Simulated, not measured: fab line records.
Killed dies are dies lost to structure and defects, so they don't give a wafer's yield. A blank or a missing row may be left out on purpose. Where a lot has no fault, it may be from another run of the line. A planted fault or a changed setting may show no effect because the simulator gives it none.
One fault through the eyes of 3 desks	flow n5 finfet	what lay behind the numbers comes last; until then each desk has only its own

## THE DEFECT DESK
What the inspections along the route counted, lot by lot: means of the sampled wafers that have a number. Marked OUT: a lot whose mean sits more than 4 standard deviations from the usual mean, which makes it out of limits; the brackets give that distance.
Columns: A = raw defect count at N5_BEOL_M4_INSPECT_30, usual 374
lot	first seen here	A
L287	day 7 23:01	280
L288	day 8 18:40	547
L296	day 10 03:21	590
L301	day 11 08:50	288
L303	day 11 15:37	348
L307	day 12 22:20	401
L306	day 13 08:36	344
L309	day 13 12:40	510
This desk found nothing out of limits on any of the 8 lots.

## THE TOOL OWNER'S DESK: rie diel-05
The tool's own readings at N5_BEOL_M4_ETCH_63 (etches SiARC in CF4, target depth 15.6 nm, time 26 s): means of the sampled wafers that have a number, for each lot that ran on this tool. Marked OUT: a lot whose mean sits more than 4 standard deviations from the usual mean, which makes it out of limits; the brackets give that distance.
Columns: A = drypump motor current A at N5_BEOL_M4_ETCH_63, usual 5.7 A; B = etch rf on time s at N5_BEOL_M4_ETCH_63, usual 26.0 s; C = oes product au at N5_BEOL_M4_ETCH_63, usual 0.66 a.u.; D = rf vpp V at N5_BEOL_M4_ETCH_63, usual 183.9 V; E = showerhead plenum p Torr at N5_BEOL_M4_ETCH_63, usual 2.14 Torr; F = throttle valve pct at N5_BEOL_M4_ETCH_63, usual 15.70 %
lot	first seen here	A	B	C	D	E	F
L287	day 7 21:59	5.7	25.9	0.71	182.8	2.08	15.76
L288	day 8 17:45	5.2	26.4	0.61	182.7	2.10	15.71
L296	day 10 02:25	5.7	25.8	0.67	183.0	2.13	15.77
This desk found nothing out of limits on any of the 3 lots.

## THE METROLOGY DESK
What the gauges read for every lot (on any tool): the sampled wafers with a number, averaged. Marked OUT: a lot whose mean sits more than 4 standard deviations from the usual mean, which makes it out of limits; the brackets give that distance. Readings shown: 7 of its 11, picked as those furthest out on some lot.
Columns: A = M4_OVL at N5_BEOL_M4_OVL_MEAS_12, usual 0.5 nm; B = IOFF_N at N5_BEOL_M4_RC_MEAS_101, usual 0.160 nA/um; C = IOFF_P at N5_BEOL_M4_RC_MEAS_101, usual 0.21 nA/um; D = ION_P at N5_BEOL_M4_RC_MEAS_101, usual 461 uA/um; E = SS_N at N5_BEOL_M4_RC_MEAS_101, usual 71.4 mV/dec; F = VT_N at N5_BEOL_M4_RC_MEAS_101, usual 249.3 mV; G = VT_P at N5_BEOL_M4_RC_MEAS_101, usual -250 mV
lot	first seen here	A	B	C	D	E	F	G
L287	day 7 21:32	-0.4	0.172	0.23	462	72.2	248.2	-246
L288	day 8 17:33	0.3	0.138	0.22	468	71.2	251.5	-247
L296	day 10 02:17	0.7	0.139	0.19	457	70.9	250.7	-249
L301	day 11 07:46	0.5	0.143	0.16	455	71.0	249.0	-254
L303	day 11 14:41	0.3	0.198	0.28	473	71.5	244.7	-244
L307	day 12 21:20	0.3	0.175	0.23	465	71.5	248.6	-250
L306	day 13 07:40	0.2	0.147	0.17	447	71.5	250.3	-256
L309	day 13 11:25	1.1	0.158	0.20	459	71.1	251.7	-252
This desk found nothing out of limits on any of the 8 lots.

## BROUGHT TOGETHER
No out-of-limits result turned up at the defect desk.
Nothing out of limits was seen by the tool owner's desk.
Nothing out of limits was seen by the metrology desk.

## WHAT THE SIMULATOR HAD INSERTED
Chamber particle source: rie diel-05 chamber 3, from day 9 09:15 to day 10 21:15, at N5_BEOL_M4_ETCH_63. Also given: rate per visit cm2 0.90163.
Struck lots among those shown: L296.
